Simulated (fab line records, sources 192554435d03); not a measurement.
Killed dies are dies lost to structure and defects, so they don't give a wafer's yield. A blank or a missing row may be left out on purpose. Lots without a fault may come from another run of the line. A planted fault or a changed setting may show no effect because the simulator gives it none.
One fault seen from 2 desks | flow n5_finfet | each desk has only its own numbers; what lay behind them comes last

THE TOOL OWNER'S DESK: rie_diel-02
The tool's own readings at N5_BEOL_M0_ETCH_128 (etches SiCN in CF4/N2, target depth 12 nm, overetch 5.1 nm, time 21.4 s): means of the sampled wafers that have a number, for each lot that ran on this tool. A lot is out of limits, marked OUT, if its mean lies more than 4 standard deviations from the usual mean; the brackets give that distance.
Columns: A = bias_w at N5_BEOL_M0_ETCH_128, usual 69.97 W; B = drypump_motor_current_A at N5_BEOL_M0_ETCH_128, usual 5.8 A; C = oes_product_au at N5_BEOL_M0_ETCH_128, usual 0.54 a.u.; D = rf_vpp_V at N5_BEOL_M0_ETCH_128, usual 383.1 V; E = showerhead_plenum_p_Torr at N5_BEOL_M0_ETCH_128, usual 2.23 Torr; F = throttle_valve_pct at N5_BEOL_M0_ETCH_128, usual 15.43 %
lot  | first seen here | A     | B   | C    | D     | E    | F
L403 | day 8 09:26     | 70.05 | 6.2 | 0.48 | 383.2 | 2.23 | 15.32
L404 | day 8 15:35     | 69.92 | 6.1 | 0.47 | 381.1 | 2.18 | 15.39
L408 | day 9 10:53     | 70.11 | 5.7 | 0.42 | 381.3 | 2.17 | 15.55
L416 | day 11 17:30    | 70.01 | 6.3 | 0.51 | 383.4 | 2.25 | 15.32
This desk's finding: nothing out of limits on any of the 4 lots.

THE METROLOGY DESK
What the gauges read, lot by lot, whatever tool the lot ran on: means of the sampled wafers that have a number. A lot is out of limits, marked OUT, if its mean lies more than 4 standard deviations from the usual mean; the brackets give that distance. Of its 10 readings 7 are shown: those that lie furthest out on some lot.
Columns: A = DIBL_N at N5_BEOL_M4_RC_MEAS_101, usual 35.9 mV/V; B = DIBL_P at N5_BEOL_M4_RC_MEAS_101, usual 35.9 mV/V; C = IOFF_N at N5_BEOL_M4_RC_MEAS_101, usual 0.155 nA/um; D = IOFF_P at N5_BEOL_M4_RC_MEAS_101, usual 0.201 nA/um; E = ION_P at N5_BEOL_M4_RC_MEAS_101, usual 460 uA/um; F = VT_N at N5_BEOL_M4_RC_MEAS_101, usual 250.0 mV; G = VT_P at N5_BEOL_M4_RC_MEAS_101, usual -251.6 mV
lot  | first seen here | A    | B    | C     | D     | E   | F     | G
L403 | day 10 18:28    | 34.2 | 33.2 | 0.136 | 0.183 | 456 | 249.6 | -252.6
L404 | day 11 04:26    | 35.7 | 35.9 | 0.143 | 0.191 | 458 | 252.2 | -252.0
L408 | day 11 12:13    | 36.8 | 36.7 | 0.184 | 0.245 | 470 | 245.2 | -247.4
L413 | day 12 23:06    | 34.5 | 35.2 | 0.137 | 0.179 | 457 | 251.8 | -253.5
L416 | day 13 17:46    | 35.4 | 34.6 | 0.134 | 0.173 | 453 | 252.3 | -254.8
This desk's finding: nothing out of limits on any of the 5 lots.

PUT TOGETHER
The tool owner's desk saw nothing out of limits.
The metrology desk saw nothing out of limits.

WHAT THE SIMULATOR HAD PUT IN
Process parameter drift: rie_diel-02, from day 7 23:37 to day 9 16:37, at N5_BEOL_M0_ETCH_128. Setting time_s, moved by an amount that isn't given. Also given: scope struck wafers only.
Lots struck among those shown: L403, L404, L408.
